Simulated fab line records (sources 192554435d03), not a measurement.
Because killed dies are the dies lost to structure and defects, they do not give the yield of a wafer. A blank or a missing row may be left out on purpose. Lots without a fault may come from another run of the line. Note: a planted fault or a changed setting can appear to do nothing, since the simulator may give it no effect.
fab line records + flow n5Finfet + part 2 of 2: steps 19 to 30 of 30
[record]
- lots = 5
- wafers = 15
- lastDay = 15
route steps=1938 shown BEOL_M11@1563
lots untouched by any fault: they come from a run of this same line in which no faults occurred
startH: the number of hours between the record's first day and the start of the first shown wafer of the lot + waitH: hours elapsed since this lot's preceding step + " identical to the entry in the row above + L1.1+2: a row that stands for several wafers + - no value, or no start given + * or withheld: withheld + < > ~ a bound
route shown NAME@n: names a module that has steps shown in the file, with the first one's number in the route + usual: average and standard deviation across the fault-free wafers + same: alike in all rows + chamber/n: place in a boat + sites: readings site by site + _std_site: their standard deviation + _edge_site: the outer-site mean with the inner-site mean subtracted + radiusMm: for every site, how far away it sits from the centre of the wafer + mask NAME#n: copy n + behind: tool/chamber where the wafer was last shaped + hold: cause of the lot's hold/its duration in hours/its outcome + device: transistor that didn't switch, given as n, p or np + end of line: the same wafers' tests at the end of the route + for a step that has no rows: nothing shown but its recipe + killed: dies lost to structure and defects at the first sort, not the wafer's yield + map: per-die view of a wafer (x killed, . not killed, _ where there is no die)
set.NAME: setting as actually run; set.NAME@STEP: the setting as run at that earlier step + model.NAME: the simulator's own value behind a step, which no gauge read
a table for each step, a row for each wafer; lots at some steps of the route
services: the hour from which a tool's chamber was out of use, counted from the record's first day as startH (under 0 if before that day), plus the number of hours and why
[[steps]]
[step N5_BEOL_M11_OCD_MEAS_38]
[usual]
- trenchDepthNm = 148.2/2.8
| lot.wafer | tool   | chamber | startH | waitH | trenchDepthNm |
|-----------|--------|---------|--------|-------|---------------|
| L075.1    | ocd-01 | -       | 224.21 | -     | 147.0         |
| L075.3    | "      | -       | "      | "     | 149.0         |
| L075.6    | "      | -       | "      | "     | 152.7         |
| L077.2    | ocd-02 | -       | 237.59 | -     | 150.4         |
| L077.3    | "      | -       | "      | "     | 146.5         |
| L077.5    | "      | -       | "      | "     | 147.0         |
| L079.2    | ocd-02 | -       | 246.95 | -     | 147.5         |
| L079.4    | "      | -       | "      | "     | 151.3         |
| L079.6    | "      | -       | "      | "     | 151.9         |
| L085.1    | ocd-02 | -       | 301.50 | -     | 147.4         |
| L085.4    | "      | -       | "      | "     | 146.9         |
| L085.5    | "      | -       | "      | "     | 147.0         |
| L090.2    | ocd-02 | -       | 317.11 | -     | 144.1         |
| L090.4    | "      | -       | "      | "     | 147.4         |
| L090.6    | "      | -       | "      | "     | 143.7         |
[step N5_BEOL_M11_HM_STRIP_39]
[recipe]
- chemistry = peroxideTinStrip
- material = TiN
- targetDepthA = 250
- tempC = 50
- timeS = 158
| lot.wafer  | tool        | chamber | startH | waitH |
|------------|-------------|---------|--------|-------|
| L075.1+3+6 | wetBench-01 | 5,6,1   | 224.24 | 0.0   |
| L077.2+3+5 | wetBench-02 | 6,5,2   | 237.62 | 0.0   |
| L079.2+4+6 | wetBench-01 | 6,7,0   | 246.98 | 0.0   |
| L085.1+4+5 | wetBench-01 | 4,5,1   | 301.53 | 0.0   |
| L090.2+4+6 | wetBench-04 | 3,4,1   | 317.14 | 0.0   |
[step N5_BEOL_M11_SRD_40]
[recipe]
- timeS = 30
- tempC = 23
- rinseLiquid = diw
- dry = ipaMarangoni
| lot.wafer  | tool        | chamber | startH | waitH |
|------------|-------------|---------|--------|-------|
| L075.1+3+6 | wetBench-01 | 5,6,1   | 224.29 | 0.0   |
| L077.2+3+5 | wetBench-02 | 6,5,2   | 237.67 | 0.0   |
| L079.2+4+6 | wetBench-01 | 6,7,0   | 247.04 | 0.0   |
| L085.1+4+5 | wetBench-01 | 4,5,1   | 301.58 | 0.0   |
| L090.2+4+6 | wetBench-04 | 3,4,1   | 317.19 | 0.0   |
[step N5_BEOL_M11_PRECLEAN_42]
[recipe]
- chemistry = residueRemover
- timeS = 60
- tempC = 40
| lot.wafer  | tool        | chamber | startH | waitH |
|------------|-------------|---------|--------|-------|
| L075.1+3+6 | wetBench-01 | 5,6,1   | 224.31 | 0.0   |
| L077.2+3+5 | wetBench-02 | 6,5,2   | 237.68 | 0.0   |
| L079.2+4+6 | wetBench-01 | 6,7,0   | 247.06 | 0.0   |
| L085.1+4+5 | wetBench-01 | 4,5,1   | 301.60 | 0.0   |
| L090.2+4+6 | wetBench-04 | 3,4,1   | 317.21 | 0.0   |
[step N5_BEOL_M11_SRD_43]
[recipe]
- timeS = 30
- tempC = 23
- rinseLiquid = diw
- dry = ipaMarangoni
| lot.wafer  | tool        | chamber | startH | waitH |
|------------|-------------|---------|--------|-------|
| L075.1+3+6 | wetBench-01 | 5,6,1   | 224.32 | 0.0   |
| L077.2+3+5 | wetBench-02 | 6,5,2   | 237.70 | 0.0   |
| L079.2+4+6 | wetBench-01 | 6,7,0   | 247.08 | 0.0   |
| L085.1+4+5 | wetBench-01 | 4,5,1   | 301.61 | 0.0   |
| L090.2+4+6 | wetBench-04 | 3,4,1   | 317.22 | 0.0   |
[step N5_BEOL_M11_CD_MEAS_35]
[recipe]
- targetCdNm = 70
- polarity = opening
[usual]
- cdNm = 70.1/0.64
| lot.wafer | tool     | chamber | startH | waitH | cdNm |
|-----------|----------|---------|--------|-------|------|
| L075.1    | cdSem-02 | -       | 224.36 | 0.0   | 70.0 |
| L075.3    | "        | -       | "      | "     | 70.2 |
| L075.6    | "        | -       | "      | "     | 70.5 |
| L077.2    | cdSem-01 | -       | 237.74 | 0.0   | 69.5 |
| L077.3    | "        | -       | "      | "     | 71.1 |
| L077.5    | "        | -       | "      | "     | 71.0 |
| L079.2    | cdSem-01 | -       | 247.12 | 0.0   | 68.8 |
| L079.4    | "        | -       | "      | "     | 69.7 |
| L079.6    | "        | -       | "      | "     | 70.6 |
| L085.1    | cdSem-02 | -       | 301.65 | 0.0   | 69.7 |
| L085.4    | "        | -       | "      | "     | 70.1 |
| L085.5    | "        | -       | "      | "     | 69.9 |
| L090.2    | cdSem-03 | -       | 317.26 | 0.0   | 70.0 |
| L090.4    | "        | -       | "      | "     | 70.5 |
| L090.6    | "        | -       | "      | "     | 70.7 |
[step N5_BEOL_M11_CURE_72]
[recipe]
- tempC = 370
- timeS = 120
- ambient = DMADMS/He
- material = SiCOH_lowk
[usual]
- lampPowerPct = 52.32/0.054
- wafer_temp_C_max = 372.0/0.59
| lot.wafer | tool      | chamber | startH | waitH | lampPowerPct | wafer_temp_C_max |
|-----------|-----------|---------|--------|-------|--------------|------------------|
| L075.1    | uvCure-03 | 2       | 224.41 | 0.0   | 52.31        | 372.5            |
| L075.3    | "         | 2       | "      | "     | 52.32        | 371.9            |
| L075.6    | "         | 2       | "      | "     | 52.32        | 372.4            |
| L077.2    | uvCure-03 | 0       | 238.03 | 0.3   | 52.45        | 372.3            |
| L077.3    | "         | 0       | "      | "     | 52.30        | 373.4            |
| L077.5    | "         | 0       | "      | "     | 52.32        | 372.1            |
| L079.2    | uvCure-01 | 0       | 247.21 | 0.1   | 52.33        | 372.8            |
| L079.4    | "         | 0       | "      | "     | 52.33        | 373.5            |
| L079.6    | "         | 0       | "      | "     | 52.34        | 372.8            |
| L085.1    | uvCure-02 | 0       | 301.69 | 0.0   | 52.35        | 371.1            |
| L085.4    | "         | 0       | "      | "     | 52.29        | 371.3            |
| L085.5    | "         | 0       | "      | "     | 52.36        | 371.1            |
| L090.2    | uvCure-02 | 2       | 317.36 | 0.1   | 52.28        | 371.9            |
| L090.4    | "         | 2       | "      | "     | 52.40        | 371.8            |
| L090.6    | "         | 2       | "      | "     | 52.26        | 371.5            |
[step N5_BEOL_M11_DEGAS_44]
[recipe]
- ambient = vacuum
- tempC = 250
- timeS = 60
[usual]
- heaterPowerW = 342/38
| lot.wafer | tool          | chamber | startH | waitH | heaterPowerW |
|-----------|---------------|---------|--------|-------|--------------|
| L075.1    | pvdSputter-03 | -       | 224.79 | 0.3   | 327          |
| L075.3    | "             | -       | "      | "     | 363          |
| L075.6    | "             | -       | "      | "     | 403          |
| L077.2    | pvdSputter-02 | -       | 238.44 | 0.4   | 314          |
| L077.3    | "             | -       | "      | "     | 368          |
| L077.5    | "             | -       | "      | "     | 340          |
| L079.2    | pvdSputter-03 | -       | 247.80 | 0.5   | 412          |
| L079.4    | "             | -       | "      | "     | 394          |
| L079.6    | "             | -       | "      | "     | 346          |
| L085.1    | pvdSputter-01 | -       | 302.05 | 0.3   | 334          |
| L085.4    | "             | -       | "      | "     | 298          |
| L085.5    | "             | -       | "      | "     | 296          |
| L090.2    | pvdSputter-02 | -       | 317.75 | 0.3   | 309          |
| L090.4    | "             | -       | "      | "     | 362          |
| L090.6    | "             | -       | "      | "     | 320          |
[step N5_BEOL_M11_PRE_CLEAN_45]
[recipe]
- gas = H2/He
- timeS = 30
- tempC = 250
[usual]
- heaterPowerW = 341/37
| lot.wafer | tool          | chamber | startH | waitH | heaterPowerW |
|-----------|---------------|---------|--------|-------|--------------|
| L075.1    | pvdSputter-03 | -       | 224.83 | 0.0   | 327          |
| L075.3    | "             | -       | "      | "     | 348          |
| L075.6    | "             | -       | "      | "     | 403          |
| L077.2    | pvdSputter-02 | -       | 238.48 | 0.0   | 311          |
| L077.3    | "             | -       | "      | "     | 361          |
| L077.5    | "             | -       | "      | "     | 343          |
| L079.2    | pvdSputter-03 | -       | 247.84 | 0.0   | 409          |
| L079.4    | "             | -       | "      | "     | 385          |
| L079.6    | "             | -       | "      | "     | 349          |
| L085.1    | pvdSputter-01 | -       | 302.09 | 0.0   | 335          |
| L085.4    | "             | -       | "      | "     | 305          |
| L085.5    | "             | -       | "      | "     | 297          |
| L090.2    | pvdSputter-02 | -       | 317.79 | 0.0   | 310          |
| L090.4    | "             | -       | "      | "     | 353          |
| L090.6    | "             | -       | "      | "     | 311          |
[step N5_BEOL_M11_ALD_74]
[recipe]
- material = TaN
- targetThkA = 20
- tempC = 275
- aldPrecursorFamily = PDMAT
- aldCoReactant = NH3
- pressureTorr = 3
- carrierFlowSccm = 1500
- pulseTimeS = 2
- purgeTimeS = 3
- coReactantPurgeTimeS = 2
- coReactantPulseTimeS = 3
- aldCycles = 40
- precursorVesselTempC = 75
- precursorVesselPressureTorr = 26.25
- precursorVesselCarrierSccm = 1000
[usual]
- heaterPowerW = 419/42
[same]
- pulseTimeS = 2
| lot.wafer | tool        | chamber | startH | waitH | heaterPowerW | sinceWetCleanH |
|-----------|-------------|---------|--------|-------|--------------|----------------|
| L075.1    | aldMetal-03 | 2       | 224.90 | 0.0   | 436          | 2965           |
| L075.3    | "           | 3       | "      | "     | 470          | 2965           |
| L075.6    | "           | 2       | "      | "     | 426          | -              |
| L077.2    | aldMetal-02 | 3       | 238.54 | 0.0   | 488          | 1440           |
| L077.3    | "           | 1       | "      | "     | 411          | 1440           |
| L077.5    | "           | 3       | "      | "     | 489          | -              |
| L079.2    | aldMetal-03 | 1       | 247.95 | 0.1   | 356          | 2988           |
| L079.4    | "           | 2       | "      | "     | 413          | -              |
| L079.6    | "           | 0       | "      | "     | 416          | -              |
| L085.1    | aldMetal-02 | 2       | 302.15 | 0.0   | 416          | 1503           |
| L085.4    | "           | 0       | "      | "     | 365          | 1503           |
| L085.5    | "           | 2       | "      | "     | 418          | -              |
| L090.2    | aldMetal-02 | 0       | 317.89 | 0.1   | 359          | 1519           |
| L090.4    | "           | 1       | "      | "     | 415          | 1519           |
| L090.6    | "           | 3       | "      | "     | 490          | -              |
[step N5_BEOL_M11_SURFACE_TREAT_76]
[recipe]
- gas = Ar
- timeS = *
- ionEnergyEv = *
- ionCurrentMaCm2 = 0.5
- pressureMtorr = *
- arFlowSccm = 30
[usual]
- throttleValvePct = *
| lot.wafer | tool          | chamber | startH | waitH | throttleValvePct |
|-----------|---------------|---------|--------|-------|------------------|
| L075.1    | pvdSputter-01 | -       | 225.19 | 0.2   | *                |
| L075.3    | "             | -       | "      | "     | *                |
| L075.6    | "             | -       | "      | "     | *                |
| L077.2    | pvdSputter-02 | -       | 238.83 | 0.2   | *                |
| L077.3    | "             | -       | "      | "     | *                |
| L077.5    | "             | -       | "      | "     | *                |
| L079.2    | pvdSputter-03 | -       | 249.88 | 1.8   | *                |
| L079.4    | "             | -       | "      | "     | *                |
| L079.6    | "             | -       | "      | "     | *                |
| L085.1    | pvdSputter-01 | -       | 302.51 | 0.2   | *                |
| L085.4    | "             | -       | "      | "     | *                |
| L085.5    | "             | -       | "      | "     | *                |
| L090.2    | pvdSputter-02 | -       | 318.23 | 0.2   | *                |
| L090.4    | "             | -       | "      | "     | *                |
| L090.6    | "             | -       | "      | "     | *                |
[step N5_BEOL_M11_CVD_75]
[recipe]
- material = Co
- targetThkA = 20
- tempC = withheld
- precursor = CCTBA/H2
- pressureTorr = 30
- timeS = 138.9
| lot.wafer | tool     | chamber | startH | waitH | sinceWetCleanH |
|-----------|----------|---------|--------|-------|----------------|
| L075.1    | cvdCo-02 | 0       | 225.48 | 0.3   | 985            |
| L075.3    | "        | 1       | "      | "     | 89             |
| L075.6    | "        | 1       | "      | "     | -              |
| L077.2    | cvdCo-01 | 2       | 238.91 | 0.1   | 321            |
| L077.3    | "        | 0       | "      | "     | 780            |
| L077.5    | "        | 1       | "      | "     | -              |
| L079.2    | cvdCo-01 | 1       | 249.94 | 0.0   | 1229           |
| L079.4    | "        | 2       | "      | "     | -              |
| L079.6    | "        | 0       | "      | "     | -              |
| L085.1    | cvdCo-02 | 2       | 302.61 | 0.1   | 603            |
| L085.4    | "        | 0       | "      | "     | -              |
| L085.5    | "        | 1       | "      | "     | -              |
| L090.2    | cvdCo-02 | 2       | 318.29 | 0.0   | 619            |
| L090.4    | "        | 2       | "      | "     | -              |
| L090.6    | "        | 0       | "      | "     | -              |
[[services]]
| tool           | chamber | startH | hours | kind   |
|----------------|---------|--------|-------|--------|
| rieDiel-02     | 2       | 209.65 | 5.9   | repair |
| uvCure-03      | -       | 212.98 | 2.8   | pm     |
| aldMetal-02    | -       | 220.53 | 14.6  | pm     |
| arfiScanner-02 | -       | 222.80 | 8.2   | repair |
| arfiScanner-01 | -       | 224.14 | 1.0   | pm     |
| aldMetal-03    | -       | 234.39 | 8.7   | pm     |
| cvdCo-02       | 2       | 235.07 | 3.4   | repair |
| uvCure-02      | -       | 237.61 | 1.0   | pm     |
| aldMetal-02    | 1       | 241.83 | 1.8   | repair |
| aldMetal-03    | 3       | 243.38 | 8.7   | repair |
| arfiScanner-02 | -       | 244.18 | 3.0   | pm     |
| arfiScanner-03 | -       | 249.42 | 1.0   | pm     |
| cvdCo-01       | 0       | 252.59 | 8.9   | repair |
| uvCure-02      | -       | 258.42 | 3.4   | pm     |
| cvdCo-02       | 1       | 258.73 | 4.7   | repair |
| wetBench-02    | -       | 259.38 | 57.2  | repair |
| arfiScanner-03 | -       | 259.50 | 1.3   | pm     |
| cvdCo-02       | -       | 262.55 | 6.0   | pm     |
| arfiScanner-02 | -       | 267.21 | 8.9   | repair |
| uvCure-02      | -       | 274.44 | 6.0   | pm     |
| arfiScanner-02 | -       | 276.12 | 1.0   | pm     |
| arfiScanner-02 | -       | 277.15 | 1.3   | pm     |
| aldMetal-03    | 0       | 291.00 | 3.5   | repair |
| rieDiel-05     | 0       | 302.92 | 10.6  | repair |
